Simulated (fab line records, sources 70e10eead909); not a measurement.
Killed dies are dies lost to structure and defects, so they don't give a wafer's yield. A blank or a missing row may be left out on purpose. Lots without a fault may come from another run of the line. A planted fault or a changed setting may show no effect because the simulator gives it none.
A struck lot beside a sound one | flow nand_harc | 14 steps out of a route of 1159
Sound: wafers L920.2, L920.4, L920.5. Struck: wafers L930.1, L930.3. (L930.4 of the same lot was not struck and is left out.) The cause comes at the end.
At each step with rows: each side's tool, then ch and its chambers, then its first start. Under that, the readings that differ: sound wafers | struck wafers | difference of the means | sigmas: that difference in standard deviations of wafers without a fault.
alike: readings whose means differ by less than 2 such deviations, and words and numbers that are the same on both sides. not compared: withheld readings, readings that some wafer has no value for, bounds like >300 that may hide the same value, and numbers for which the record gives no deviation and whose values overlap.
The two part at a step that has a row with sigmas, a row that says differs or no value, or rows on one side only. Numbers that don't overlap but have no deviation are shown without sigmas and don't part them. A reading that every wafer of one side lacks parts them only if that side has two wafers or more.

NHARC_A_ZERO_WELL_INSPECT_17:
  sound on defect_inspect-01, day 9 18:59; struck on defect_inspect-01, day 11 16:20
  alike: raw_defect_count
then, 3 steps without rows for these wafers: NHARC_A_SOURCE_PLATE_PRECLEAN_00 (cleans in HF-LAST, time 60 s); NHARC_A_SOURCE_PLATE_SRD_01; NHARC_A_SOURCE_PLATE_OXIDE_02 (material SiO2, target thk 10 nm, ox time 1362 s).
NHARC_A_SOURCE_PLATE_THK_MEAS_09: measures by ellipsometry.
  sound on film_metro-02, day 10 02:05; struck on film_metro-01, day 11 21:44
  alike: thk_nm
then, 3 steps without rows for these wafers: NHARC_A_SOURCE_PLATE_PVD_04 (deposits WSi2, target thk 50 nm); NHARC_A_SOURCE_PLATE_CVD_03 (deposits poly-Si, target thk 200 nm, time 4000 s); NHARC_A_SOURCE_PLATE_ANNEAL_05 (time 1800 s).
NHARC_A_SOURCE_PLATE_THK_MEAS_06: measures by ellipsometry.
  sound on film_metro-02, day 10 16:17; struck on film_metro-01, day 12 10:50
  alike: thk_nm
NHARC_A_SOURCE_PLATE_INSPECT_08:
  sound on defect_inspect-01, day 10 16:23; struck on defect_inspect-02, day 12 10:55
  alike: raw_defect_count
NHARC_A_ONON_D1_DEP_00: target thk 1000 nm.
  sound on pecvd_onon-03 ch 0, day 10 16:30; struck on pecvd_onon-01 ch 0, day 12 10:58
NHARC_A_ONON_D1_THK_MEAS_02: measures by ellipsometry.
  sound on film_metro-02, day 10 16:58; struck on film_metro-02, day 12 11:29
  reading     | sound       | struck  | difference | sigmas
  thk_nm (nm) | 998 998 997 | 843 844 | -154       | -24
then, 1 step without rows for these wafers: NHARC_A_ONON_D1_DEP_03 (target thk 1000 nm).
-- the record jumps here: 12 days lie between the struck wafers' starts before and after (it left off in module A_ONON_D1 and takes up again in module END, whose first step shown is number 1159 of the route) --
NHARC_END_SORT_01:
  sound on prober-01 ch 0, day 22 22:03; struck on prober-02 ch 0, day 24 12:47
  reading         | sound | struck  | difference | sigmas
  killed_at_array | 29 25 | 674 672 | +646       | +73
  killed_dies     | 30 27 | 677 677 | +648       | +69
  alike: killed_at_other, killed_at_periphery, killed_open, killed_short

WHERE THEY PART
First at NHARC_A_ONON_D1_THK_MEAS_02; last, within this record, at NHARC_END_SORT_01.

WHY: what the simulator had put in
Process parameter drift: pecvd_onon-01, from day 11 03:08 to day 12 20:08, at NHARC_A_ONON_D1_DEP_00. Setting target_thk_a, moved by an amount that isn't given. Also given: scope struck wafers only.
